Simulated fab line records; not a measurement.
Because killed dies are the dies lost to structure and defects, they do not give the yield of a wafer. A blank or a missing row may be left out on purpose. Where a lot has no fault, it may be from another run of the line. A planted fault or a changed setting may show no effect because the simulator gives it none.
Chamber matching || flow nand harc || rie diel-02 running NHARC_A_BONDPAD_ETCH_34: 4 sister chambers
The step etches the open film in N2/H2, target depth 60 nm, overetch 18 nm, time 65.91 s. 18 wafers are shown with their chamber, then 9 later ones without.

== WAFERS PAIRED WITH THEIR CHAMBERS ==
{"wafer": "L122.1", "chamber": 2, "showerhead plenum p Torr (Torr)": 2.01, "drypump motor current A (A)": 6.1, "rf vpp V (V)": 428.6}
{"wafer": "L122.2", "chamber": 1, "showerhead plenum p Torr (Torr)": 2.19, "drypump motor current A (A)": 5.7, "rf vpp V (V)": 434.6}
{"wafer": "L122.3", "chamber": 3, "showerhead plenum p Torr (Torr)": 1.91, "drypump motor current A (A)": 6.3, "rf vpp V (V)": 429.1}
{"wafer": "L124.2", "chamber": 3, "showerhead plenum p Torr (Torr)": 1.91, "drypump motor current A (A)": 6.4, "rf vpp V (V)": 428.3}
{"wafer": "L124.4", "chamber": 1, "showerhead plenum p Torr (Torr)": 2.19, "drypump motor current A (A)": 5.7, "rf vpp V (V)": 433.5}
{"wafer": "L124.6", "chamber": 3, "showerhead plenum p Torr (Torr)": 1.91, "drypump motor current A (A)": 6.4, "rf vpp V (V)": 427.2}
{"wafer": "L128.1", "chamber": 3, "showerhead plenum p Torr (Torr)": 1.91, "drypump motor current A (A)": 6.3, "rf vpp V (V)": 426.0}
{"wafer": "L128.5", "chamber": 2, "showerhead plenum p Torr (Torr)": 2.01, "drypump motor current A (A)": 6.1, "rf vpp V (V)": 428.4}
{"wafer": "L128.6", "chamber": 3, "showerhead plenum p Torr (Torr)": 1.90, "drypump motor current A (A)": 6.3, "rf vpp V (V)": 426.4}
{"wafer": "L134.1", "chamber": 2, "showerhead plenum p Torr (Torr)": 2.01, "drypump motor current A (A)": 6.0, "rf vpp V (V)": 430.3}
{"wafer": "L134.2", "chamber": 3, "showerhead plenum p Torr (Torr)": 1.90, "drypump motor current A (A)": 6.4, "rf vpp V (V)": 426.2}
{"wafer": "L134.4", "chamber": 1, "showerhead plenum p Torr (Torr)": 2.19, "drypump motor current A (A)": 5.7, "rf vpp V (V)": 434.9}
{"wafer": "L136.1", "chamber": 3, "showerhead plenum p Torr (Torr)": 1.90, "drypump motor current A (A)": 6.4, "rf vpp V (V)": 427.9}
{"wafer": "L136.3", "chamber": 0, "showerhead plenum p Torr (Torr)": 1.96, "drypump motor current A (A)": 6.8, "rf vpp V (V)": 427.7}
{"wafer": "L136.4", "chamber": 2, "showerhead plenum p Torr (Torr)": 2.01, "drypump motor current A (A)": 6.1, "rf vpp V (V)": 428.8}
{"wafer": "L133.1", "chamber": 2, "showerhead plenum p Torr (Torr)": 2.01, "drypump motor current A (A)": 6.1, "rf vpp V (V)": 429.2}
{"wafer": "L133.3", "chamber": 1, "showerhead plenum p Torr (Torr)": 2.19, "drypump motor current A (A)": 5.7, "rf vpp V (V)": 434.6}
{"wafer": "L133.6", "chamber": 0, "showerhead plenum p Torr (Torr)": 1.96, "drypump motor current A (A)": 6.8, "rf vpp V (V)": 429.6}

SIGNATURES (means of the wafers above)
{"reading": "showerhead plenum p Torr", "chamber 0": 1.9600, "chamber 1": 2.1900, "chamber 2": 2.0100, "chamber 3": 1.9057, "scatter within a chamber": 0.0035}
{"reading": "drypump motor current A", "chamber 0": 6.800, "chamber 1": 5.700, "chamber 2": 6.080, "chamber 3": 6.357, "scatter within a chamber": 0.0424}
{"reading": "rf vpp V", "chamber 0": 428.650, "chamber 1": 434.400, "chamber 2": 429.060, "chamber 3": 427.300, "scatter within a chamber": 0.983}
Rule: a wafer lies at a distance from a chamber equal to the root of the sum of squares, over the readings, of (its reading less the chamber's mean, divided by the reading's scatter). The wafer belongs to the nearest chamber; if the next one is less than 2 further off, it can't be placed. The scatter: take each reading less its chamber's mean, square it, sum over the shown wafers, divide by the number of wafers less the number of chambers, and take the root.

== WAFERS MISSING THEIR CHAMBER ==
{"wafer": "L135.2", "showerhead plenum p Torr (Torr)": 2.01, "drypump motor current A (A)": 6.1, "rf vpp V (V)": 430.0}
{"wafer": "L135.3", "showerhead plenum p Torr (Torr)": 2.19, "drypump motor current A (A)": 5.7, "rf vpp V (V)": 435.0}
{"wafer": "L135.4", "showerhead plenum p Torr (Torr)": 1.96, "drypump motor current A (A)": 6.8, "rf vpp V (V)": 428.6}
{"wafer": "L138.2", "showerhead plenum p Torr (Torr)": 1.96, "drypump motor current A (A)": 6.8, "rf vpp V (V)": 428.2}
{"wafer": "L138.4", "showerhead plenum p Torr (Torr)": 2.19, "drypump motor current A (A)": 5.7, "rf vpp V (V)": 434.2}
{"wafer": "L138.5", "showerhead plenum p Torr (Torr)": 2.01, "drypump motor current A (A)": 6.1, "rf vpp V (V)": 428.4}
{"wafer": "L144.1", "showerhead plenum p Torr (Torr)": 2.19, "drypump motor current A (A)": 5.7, "rf vpp V (V)": 433.4}
{"wafer": "L144.2", "showerhead plenum p Torr (Torr)": 1.96, "drypump motor current A (A)": 6.8, "rf vpp V (V)": 428.6}
{"wafer": "L144.3", "showerhead plenum p Torr (Torr)": 2.01, "drypump motor current A (A)": 6.1, "rf vpp V (V)": 428.8}

== WHICH CHAMBER EACH WENT THROUGH ==
{"wafer": "L135.2", "from the rows above": 2, "in truth": 2}
{"wafer": "L135.3", "from the rows above": 1, "in truth": 1}
{"wafer": "L135.4", "from the rows above": 0, "in truth": 0}
{"wafer": "L138.2", "from the rows above": 0, "in truth": 0}
{"wafer": "L138.4", "from the rows above": 1, "in truth": 1}
{"wafer": "L138.5", "from the rows above": 2, "in truth": 2}
{"wafer": "L144.1", "from the rows above": 1, "in truth": 1}
{"wafer": "L144.2", "from the rows above": 0, "in truth": 0}
{"wafer": "L144.3", "from the rows above": 2, "in truth": 2}
Correct placement for 9 of the 9. Number that these rows cannot place: 0. Placed wrongly: 0.
